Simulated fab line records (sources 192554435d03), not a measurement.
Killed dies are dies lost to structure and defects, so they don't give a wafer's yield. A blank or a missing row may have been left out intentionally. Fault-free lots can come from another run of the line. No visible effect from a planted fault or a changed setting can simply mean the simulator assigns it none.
A lot that was struck, set against a sound lot    flow n5 finfet    19 steps out of a route of 1938
Sound: the wafers L304.1, L304.2, L304.4. Wafers L321.1, L321.2, L321.6 were the ones struck. At the end, the cause is stated.
Each step with rows lists, per side, the tool, then ch with its chambers, then its first start. Under that, the readings that differ: sound wafers    struck wafers    difference of the means    sigmas: that difference in standard deviations of wafers without a fault.
alike: words and numbers the same on both sides, and readings whose means are apart by under 2 such deviations; not compared: readings that were withheld, readings missing a value for some wafer, numbers with overlapping values and no deviation given by the record, and bounds like >300 which may hide the same value.
Wherever a step has rows on one side only, a row that says differs or no value, or a row with sigmas, the two part there. Numbers that have no deviation but don't overlap get no sigmas and don't part them. A reading missing from all wafers of one side parts the sides only when that side holds two or more wafers.

first, 4 steps without rows for these wafers: N5_PMOS_HMC_CHANNEL_EPI_SOFTBAKE_04 (time 60 s); N5_PMOS_HMC_CHANNEL_EPI_EXPOSE_06 (exposes mask PMOS HMC BLK, target cd 240 nm); N5_PMOS_HMC_CHANNEL_EPI_PEB_07 (peb time 60 s); N5_PMOS_HMC_CHANNEL_EPI_DEVELOP_08 (develop time 30 s).
N5_PMOS_HMC_CHANNEL_EPI_CD_MEAS_09: target cd 237.4 nm.
  sound on cd sem-03 ch 0, day 2 16:53; struck on cd sem-02 ch 0, day 6 23:25
  alike: cd nm
N5_PMOS_HMC_CHANNEL_EPI_OVL_MEAS_10:
  sound on overlay-02 ch 0, day 2 16:56; struck on overlay-02 ch 0, day 6 23:27
  alike: PMOS_HMC_BLK_OVL
N5_PMOS_HMC_CHANNEL_EPI_INSPECT_11: inspects for defects (macro).
  sound: defect inspect-02 at day 2 16:57; struck: defect inspect-02 at day 6 23:29
  alike: raw defect count
N5_PMOS_HMC_CHANNEL_EPI_DESCUM_14: chemistry O2, time 7.9 s.
  sound on rie diel-01 ch 0,2,3, day 2 16:59; struck on rie diel-03 ch 1,3, day 6 23:31
  alike: drypump motor current A, oes product au, rf vpp V, showerhead plenum p Torr, throttle valve pct
  not compared: rf hours counter h
N5_PMOS_HMC_CHANNEL_EPI_ETCH_32: etches BARC in N2/H2, stops on SiO2, target depth 85.8 nm, time 50.3 s.
  sound on rie diel-01 ch 0,2,3, day 2 17:01; struck on rie diel-03 ch 1,3, day 6 23:33
  alike: bias w, chamber pressure mTorr, drypump motor current A, n2 flow sccm, oes product au, rf vpp V, showerhead plenum p Torr, throttle valve pct
  not compared: rf hours counter h
N5_PMOS_HMC_CHANNEL_EPI_HM_OPEN_15: chemistry CHF3/O2, target SiO2, target depth 40.6 nm, time 20.3 s.
  sound on rie diel-01 ch 0,2,3, day 2 17:04; struck on rie diel-03 ch 1,3, day 6 23:35
  alike: drypump motor current A, oes_o_777_au, oes product au, rf vpp V, showerhead plenum p Torr, throttle valve pct
  not compared: rf hours counter h
N5_PMOS_HMC_CHANNEL_EPI_STRIP_33: strips in N2/H2.
  sound on rie diel-01 ch 0,2,3, day 2 17:07; struck on rie diel-03 ch 1,3, day 6 23:38
  alike: drypump motor current A, n2 flow sccm, oes product au, rf vpp V, showerhead plenum p Torr, throttle valve pct
  not compared: rf hours counter h
then, 1 step without rows for these wafers: N5_PMOS_HMC_CHANNEL_EPI_STRIP_17 (strips in SPM, time 750 s).
N5_PMOS_HMC_CHANNEL_EPI_ETCH_38: etches SiO2 in CF4, target depth 1.5 nm.
  sound on rie si-04 ch 0,2,3, day 2 17:25; struck on rie si-04 ch 0,1,2, day 6 23:58
  no value came back on the struck wafers for any of 6 readings (bias w (W), cf4 flow sccm (sccm) and others); on the sound wafers bias w (W) reads 398.6 398.7 399.0
reading                                                   sound            struck             difference  sigmas
model.SiO2_of_PMOS_HMC_CHANNEL_EPI_HM_DEP_34.thk nm (nm)  34.12 34.6 35.1  35.84 35.85 36.31  +1.39       
N5_PMOS_HMC_CHANNEL_EPI_FIN_RECESS_16: chemistry HBr/Cl2, target Si, target depth 54 nm, time 18 s.
  sound on rie si-04 ch 0,2,3, day 2 17:26; struck on rie si-04 ch 0,1,2, day 6 23:59
  alike: drypump motor current A, oes product au, throttle valve pct
  not compared: rf hours counter h
then, 1 step without rows for these wafers: N5_PMOS_HMC_CHANNEL_EPI_PRECLEAN_36 (cleans in O3/DIW, time 45 s).
N5_PMOS_HMC_CHANNEL_EPI_PRECLEAN_18: cleans in DHF, time 30 s.
  sound on wet bench-02 ch 1,2,5, day 2 17:33; struck on wet bench-06 ch 2,4,6, day 7 00:06
reading                                                   sound              struck             difference  sigmas
model.SiO2_of_PMOS_HMC_CHANNEL_EPI_HM_DEP_34.thk nm (nm)  24.34 24.89 25.44  26.02 26.03 26.54  +1.31       
then, 1 step without rows for these wafers: N5_PMOS_HMC_CHANNEL_EPI_SRD_19 (time 30 s).
-- record jumps: 6 days separate the struck wafers' starts on either side; left off in module PMOS_HMC_CHANNEL_EPI, taken up again in module BEOL_M4, whose first shown step is the route's number 1111 --
N5_BEOL_M4_RC_MEAS_101:
  sound on prober-02 ch 0, day 8 09:47; struck on prober-02 ch 0, day 12 23:18
  alike: DIBL_N, DIBL_P, IOFF_N, IOFF_P, ION_N, ION_P, SS_N, SS_P, VT_N, VT_P
-- record jumps: 4 days separate the struck wafers' starts on either side; left off in module BEOL_M4, taken up again in module PASSIVATION, whose first shown step is the route's number 1936 --
N5_PASSIVATION_PROBE_49:
  rows exist in the record for the struck wafers here (prober-01, day 17 07:54), but not for the sound ones

== WHERE THEY PART ==
Earliest at N5_PMOS_HMC_CHANNEL_EPI_ETCH_38; latest, in this record, at N5_PASSIVATION_PROBE_49.

WHY: what had been put in by the simulator
Entire step skipped (rie si-04, N5_PMOS_HMC_CHANNEL_EPI_ETCH_38), from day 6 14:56 onward. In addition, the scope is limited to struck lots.
